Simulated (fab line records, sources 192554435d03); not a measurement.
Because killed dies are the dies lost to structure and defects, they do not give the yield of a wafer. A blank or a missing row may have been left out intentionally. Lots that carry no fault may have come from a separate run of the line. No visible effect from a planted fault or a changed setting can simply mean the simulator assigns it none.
fab line records	flow n5-finfet
record: lots: 4	wafers: 11	last-day: 18
route steps=1938 shown SD_EPI_P@319 SD_ACTIVATION@330 ILD0@335 SDB@347 BEOL_M4@1111 PASSIVATION@1936
lots that met no fault: taken from a fault-free run of the same line
start-h: start of the lot's first displayed wafer, in hours after the record's first day	wait-h: hours elapsed since this lot's preceding step	" the same as in the row above	L1.1+2: a single row standing in for several wafers	- no value, or no start was given	* or withheld: withheld	< > ~ a bound
route shown NAME@n: a module of which the file shows steps, and the number in the route of the first	usual: the fault-free wafers' mean and standard deviation	same: alike in all rows	chamber/n: place in a boat	sites: readings site by site	_std_site: the values' standard deviation	_edge_site: inner sites' mean taken away from outer sites' mean	radius-mm: how far each site lies from the wafer's centre	mask NAME#n: copy n	behind: the tool/chamber that last shaped the wafer	hold: why the lot was held/for how many hours/how that ended	device: the transistor (n, p or np) that didn't switch	end of line: the same wafers' tests at the end of the route	where a step has no rows: the recipe by itself	killed: dies lost to structure and defects at the first sort, not the wafer's yield	map: the dies of a wafer, with x for killed, . for not killed, _ for no die there
set.NAME: the setting as run; set.NAME@STEP: as run at that earlier step	model.NAME: the simulator's own value behind a step, which no gauge read
lots seen at some steps along the route; tables by step, rows by wafer
services: when a tool's chamber went out of use (start-h, in hours from the record's first day, below 0 if earlier), for how many hours, and the reason
== steps ==
step: N5_SD_EPI_P_PRECLEAN_51
recipe: chemistry: NF3:NH3	afs-cycles: 1	temp-c: 30	time-s: 20	sublimation-temp-c: 180	sublimation-time-s: 60	pressure-torr: 3	rf-power-w: 30
step: N5_SD_EPI_P_VAPOR_ETCH_44
recipe: chemistry: NF3/Ar	target: SiGe30	temp-c: 25	time-s: 3.3	mode: isotropic
step: N5_SD_EPI_P_EPI_21
recipe: material: SiGe:B	dopant: B	temp-c: 550	pressure-torr: 20	ambient: H2	time-s: 355
step: N5_SD_EPI_P_HM_STRIP_48
recipe: chemistry: H3PO4	temp-c: 160	material: SiNx	target: SiNx	target-depth-a: 30	overetch-fraction: 0.3
step: N5_SD_EPI_P_SRD_49
recipe: dry: ipa-marangoni	time-s: 30	temp-c: 23	rinse-liquid: diw
step: N5_SD_EPI_P_PRECLEAN_24
recipe: chemistry: O3/DIW	time-s: 45	temp-c: 22	o3-ppm: 10
step: N5_SD_EPI_P_PRECLEAN_32
recipe: chemistry: dHF	time-s: 10	dilution: 500:1	temp-c: 25
step: N5_SD_EPI_P_PRECLEAN_33
recipe: chemistry: SC2	time-s: 45	temp-c: 35	mix: 1:1:50
step: N5_SD_EPI_P_SRD_25
recipe: time-s: 30	temp-c: 23	rinse-liquid: diw	dry: ipa-marangoni
step: N5_SD_ACTIVATION_RTA_00
recipe: temp-c: 975	time-s: 0	ambient: N2	idle-temp-c: 600	ramp-up-c-per-s: 150	ramp-down-c-per-s: 60	cool-to-c: 600
step: N5_SD_ACTIVATION_LSA_01
recipe: temp-c: 1080	time-s: 0.0008	ambient: N2
usual: time-s: 0.0008/0	wafer_temp_C_max: 1085.3/3
lot.wafer	tool	chamber	start-h	wait-h	time-s	wafer_temp_C_max
L477.4	laser-anneal-01	-	127.67	0.2	-	-
L477.5	"	-	"	"	-	-
L478.2	laser-anneal-02	-	138.50	0.2	-	-
L478.4	"	-	"	"	-	-
L478.5	"	-	"	"	-	-
L488.1	laser-anneal-02	0	189.54	0.2	0.0008	1083.0
L488.5	"	0	"	"	0.0008	1082.1
L488.6	"	0	"	"	0.0008	1083.6
L489.1	laser-anneal-01	0	199.10	0.2	0.0008	1090.3
L489.3	"	0	"	"	0.0008	1087.9
L489.6	"	0	"	"	0.0008	1087.0
step: N5_SD_ACTIVATION_RS_MEAS_03
recipe: thk-meas-gauge: four-point-probe
usual: RS_SD_N: 21.83/0.26	RS_SD_P: 55.9/1.1
lot.wafer	tool	chamber	start-h	wait-h	RS_SD_N[ohm/sq]	RS_SD_P[ohm/sq]
L477.4	film-metro-02	-	127.84	0.1	29.66	57.6
L477.5	"	-	"	"	29.27	57.7
L478.2	film-metro-02	-	138.69	0.2	29.38	57.5
L478.4	"	-	"	"	29.94	58.0
L478.5	"	-	"	"	29.63	57.6
L488.1	film-metro-01	-	189.75	0.2	22.30	55.7
L488.5	"	-	"	"	22.00	56.2
L488.6	"	-	"	"	22.03	57.1
L489.1	film-metro-02	-	199.30	0.2	21.85	54.0
L489.3	"	-	"	"	22.17	54.5
L489.6	"	-	"	"	21.98	53.9
step: N5_ILD0_LINER_00
recipe: material: SiNx	target-thk-a: 40	temp-c: 400	ald-precursor-family: SiH2I2	ald-co-reactant: N2/H2-plasma	pulse-time-s: 1	purge-time-s: 2	co-reactant-purge-time-s: 2	ald-cycles: 80	pressure-torr: 2
step: N5_ILD0_FCVD_FILL_01
recipe: material: SiO2_flowable	target-thk-a: 2000	temp-c: 100	pressure-torr: 0.8	rf-w: 2000	time-s: 328.3
step: N5_ILD0_CURE_02
recipe: temp-c: 450	time-s: 1800	ambient: steam	idle-temp-c: 400	ramp-up-c-per-min: 5	ramp-down-c-per-min: 3	densification-p-h2o-torr: 640
step: N5_ILD0_CMP_03
recipe: stop-on: SiNx	t-overpolish-s: 1.9	post-cmp-clean: alkaline-brush	down-force-psi: 4.1491	platen-rpm: 51.796	pad-velocity-m-s: 1.0306	target-thk-nm: 197.38
step: N5_ILD0_CMP_07
recipe: stop-on: poly-Si	material: SiO2_flowable	t-overpolish-s: 1.18	post-cmp-clean: alkaline-brush	down-force-psi: 4.1491	platen-rpm: 51.796	pad-velocity-m-s: 1.0306	target-thk-nm: 138.88
step: N5_ILD0_PRECLEAN_10
recipe: chemistry: NF3:NH3	afs-cycles: 5	time-s: 20	temp-c: 30	sublimation-temp-c: 180	sublimation-time-s: 60	pressure-torr: 3	rf-power-w: 30
step: N5_ILD0_ALD_15
recipe: material: SiNx	target-thk-a: 240	temp-c: 400	ald-precursor-family: SiH2I2	ald-co-reactant: N2/H2-plasma	pulse-time-s: 1	ald-cycles: 480	purge-time-s: 2	co-reactant-purge-time-s: 2	pressure-torr: 2
step: N5_ILD0_CMP_12
recipe: stop-on: poly-Si	material: SiNx	t-overpolish-s: 6	post-cmp-clean: alkaline-brush	down-force-psi: 2.5	platen-rpm: 51.8	pad-velocity-m-s: 1.0307	target-thk-nm: 17.67
step: N5_SDB_HM_DEP_00
recipe: material: SiNx	target-thk-a: 400	temp-c: 400	precursor: SiH4/NH3/N2	pressure-torr: 1.5	rf-w: 300	time-s: 35.3
step: N5_SDB_COAT_03
recipe: resist: SOC	temp-c: 250	time-s: 60	spin-rpm: 1500	resist-thk-nm: 100
step: N5_SDB_COAT_04
recipe: resist: SiARC	temp-c: 220	time-s: 60	spin-rpm: 1500	resist-thk-nm: 18
step: N5_SDB_COAT_05
recipe: resist: CAR-ArF	spin-rpm: 1500	resist-thk-nm: 90
step: N5_SDB_EBR_07
recipe: solvent: PGMEA	ebr-width-mm: 1.5
step: N5_SDB_SOFTBAKE_06
recipe: temp-c: 110	time-s: 60	resist: CAR-ArF
step: N5_SDB_EXPOSE_08
recipe: mask-id: SDB	na: 1.35	source-shape: conventional	sigma-outer: 0.5	polarization: unpolarized	dose-mj: 49.6
step: N5_SDB_PEB_09
recipe: peb-temp-c: withheld	peb-time-s: 60	resist: CAR-ArF
step: N5_SDB_DEVELOP_10
recipe: develop-time-s: 30	developer: TMAH	resist: CAR-ArF	rinse-liquid: diw	dry: air-spin	dev-temp-c: 23
step: N5_SDB_DESCUM_16
recipe: chemistry: O2	time-s: 7.9	source-power-w: 50	bias-power-w: 20	pressure-mtorr: 20	rf-frequency-hz: 2.712e+07	temp-c: 40	resist: CAR-ArF	o2-flow-sccm: 225
step: N5_SDB_ETCH_17
recipe: chemistry: CF4	target: SiARC	target-depth-a: 234	mask-material: CAR-ArF	time-s: 39	ion-energy-ev: 80	pressure-mtorr: 40	source-w: 545	bias-w: 36	Ar_flow_sccm: 100	cf4-flow-sccm: 100	ends: cleared
step: N5_BEOL_M4_RC_MEAS_101
usual: DIBL_N: 37.1/1.8	DIBL_P: 37.2/2.1	IOFF_N: 0.17/0.033	IOFF_P: 0.22/0.037	ION_N: 680/11	ION_P: 464/7.7	RC_DENSE_N: 19.0/0.47	RC_N: 15.4/0.38	REXT_N: 75.2/1.9	RS_SD_N: 28.3/0.31	SS_N: 71.7/0.63	SS_P: 73.6/0.67	VT_N: 248.9/2.9	VT_P: -251/3.6
lot.wafer	tool	chamber	start-h	wait-h	DIBL_N[mV/V]	DIBL_P[mV/V]	IOFF_N[nA/um]	IOFF_P[nA/um]	ION_N[uA/um]	ION_P[uA/um]	RC_DENSE_N[ohm.um]	RC_N[ohm.um]	REXT_N[ohm.um]	RS_SD_N[ohm/sq]	SS_N[mV/dec]	SS_P[mV/dec]	VT_N[mV]	VT_P[mV]
L477.4	prober-01	0	241.30	0.5	37.7	38.1	0.18	0.23	667	468	25.5	20.7	91.2	36.7	71.8	73.8	248.5	-250
L477.5	"	0	"	"	38.3	38.5	0.19	0.24	665	467	24.8	20.2	90.1	36.8	71.6	73.4	247.8	-247
L478.2	prober-02	0	259.23	0.2	38.3	41.3	0.20	0.25	674	461	24.8	20.4	93.4	36.4	71.6	74.6	246.4	-252
L478.4	"	0	"	"	37.5	39.5	0.18	0.22	663	456	24.5	19.8	91.2	36.8	72.1	73.5	247.3	-250
L478.5	"	0	"	"	39.8	42.4	0.23	0.28	668	460	24.6	20.1	91.2	37.1	72.5	74.7	246.7	-248
L488.1	prober-02	0	322.70	0.0	37.2	35.6	0.14	0.18	654	453	18.8	15.3	75.9	28.8	72.0	73.4	252.4	-253
L488.5	"	0	"	"	37.6	37.6	0.15	0.21	672	462	18.4	15.1	75.5	28.4	71.8	73.4	248.3	-249
L488.6	"	0	"	"	39.4	38.4	0.18	0.22	689	462	17.9	14.6	73.6	28.3	72.2	73.1	248.2	-249
L489.1	prober-02	0	325.62	0.0	34.8	33.9	0.14	0.20	671	460	18.3	14.9	74.6	28.3	71.2	72.7	249.8	-247
L489.3	"	0	"	"	37.9	36.6	0.20	0.23	695	469	19.0	15.4	75.0	28.6	72.3	73.9	245.1	-246
L489.6	"	0	"	"	36.0	35.7	0.17	0.22	675	466	18.9	15.3	75.0	28.6	71.3	72.6	247.3	-246
step: N5_PASSIVATION_PROBE_49
usual: defect-limited-yield: 91.7/1.5	killed_at_M0_to_M3: 32/10	killed_at_M4_up: 14/5.3	killed-at-contacts: 13/5.7	killed-at-front-end: 37/10	killed-at-other: 3.3/2.5	killed-dies: 98/18	killed-open: 65/13	killed-short: 31/7.5	sort_bin_4_leakage: 0.00/0.0099	sort_bin_5_function: 4.9/0.91	sort_bin_6_memory: 3.1/0.71	sort-n-pass: 1082/18	sort-yield-pct: 91.7/1.5
same: gross-dies: 1180	killed-at-back-side: 0	sort_bin_8_speed[%]: 0
lot.wafer	tool	chamber	start-h	wait-h	defect-limited-yield[%]	killed_at_M0_to_M3	killed_at_M4_up	killed-at-contacts	killed-at-front-end	killed-at-other	killed-dies	killed-open	killed-short	sort_bin_4_leakage[%]	sort_bin_5_function[%]	sort_bin_6_memory[%]	sort-n-pass	sort-yield-pct[%]
L477.4	prober-01	-	342.55	0.2	91.7	35	10	11	36	6	98	62	36	0	4.7	3.4	1082	91.7
L477.5	prober-01	-	342.60	0.2	91.7	30	9	10	42	7	98	61	32	0	4.7	3.2	1082	91.7
L489.1	prober-01	-	432.63	0.0	94.1	22	7	9	32	0	70	38	32	0	3.6	1.9	1110	94.1
L489.3	prober-01	-	432.73	0.1	92.7	22	13	23	27	1	86	61	25	0	4.2	2.9	1094	92.7
L489.6	prober-01	-	432.88	0.3	91.9	19	27	18	28	3	95	69	23	0	4.7	3.2	1085	91.9
killed by level:class
L477.4 FIN_SAQP:geometric-particle:open=16 BEOL_M0_SAQP:geometric-particle:short=15 BEOL_M0_SAQP:geometric-particle:open=14 MOL_CONTACT_COAG:geometric-particle:open=9 BEOL_M4:geometric-particle:open=6 BEOL_M3:geometric-particle:open=5 FIN_SAQP:geometric-particle:short=4 ILD0:geometric-particle:short=3
L477.5 FIN_SAQP:geometric-particle:open=15 BEOL_M0_SAQP:geometric-particle:short=11 FIN_SAQP:geometric-particle:short=8 MOL_CONTACT_COAG:geometric-particle:open=8 BEOL_M0_SAQP:geometric-particle:open=7 STI_FIN_REVEAL:geometric-particle:open=5 BEOL_M2:geometric-particle:open=4 HKMG_FIN:area-etch=4
L489.1 MOL_CONTACT_COAG:geometric-particle:open=7 STARTING-WAFER:geometric-particle:short=7 DUMMY_GATE:geometric-particle:open=6 BEOL_M4:geometric-particle:open=5 ILD0:geometric-particle:short=5 BEOL_M0_SAQP:geometric-particle:short=5 BEOL_M1:geometric-particle:short=5 FIN_SAQP:geometric-particle:open=4
L489.3 MOL_CONTACT_COAG:geometric-particle:open=18 BEOL_M3:geometric-particle:open=8 BEOL_M0_SAQP:geometric-particle:open=6 DUMMY_GATE:geometric-particle:open=5 MOL_CONTACT_COAG:geometric-particle:short=5 BEOL_M4:geometric-particle:open=5 ILD0:geometric-particle:open=4 FIN_SAQP:geometric-particle:short=3
L489.6 MOL_CONTACT_COAG:geometric-particle:open=15 BEOL_M4:geometric-particle:open=15 BEOL_M3:geometric-particle:open=8 STI_FIN_REVEAL:geometric-particle:open=5 DUMMY_GATE:geometric-particle:open=4 BEOL_M4:geometric-particle:short=4 BEOL_M0_SAQP:geometric-particle:open=4 MOL_CONTACT_COAG:geometric-particle:short=3
== services ==
tool	chamber	start-h	hours	kind
laser-anneal-01	-	142.19	2.1	pm
== key ==
first-sign: step: N5_SD_ACTIVATION_LSA_01	reading: tool-record	direction: missing
effect: step: N5_SD_ACTIVATION_RS_MEAS_03	reading: RS_SD_N	direction: up	sigmas: 30	usual: 21.83	struck: 29.58
effect: step: N5_BEOL_M4_RC_MEAS_101	reading: RS_SD_N	direction: up	sigmas: 27	usual: 28.3	struck: 36.7
effect: step: N5_BEOL_M4_RC_MEAS_101	reading: RC_DENSE_N	direction: up	sigmas: 13	usual: 19.0	struck: 24.8
effect: step: N5_BEOL_M4_RC_MEAS_101	reading: RC_N	direction: up	sigmas: 13	usual: 15.4	struck: 20.3
effect: step: N5_BEOL_M4_RC_MEAS_101	reading: REXT_N	direction: up	sigmas: 8.8	usual: 75.2	struck: 91.4
met-at N5_SD_ACTIVATION_LSA_01
struck-wafers L477.4,L477.5,L478.2,L478.4,L478.5
fault: kind: skipped-step-whole	tool: laser-anneal-01,laser-anneal-02	chamber: -	onset-h: 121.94	steps: N5_SD_ACTIVATION_LSA_01	scope: struck-lots-only
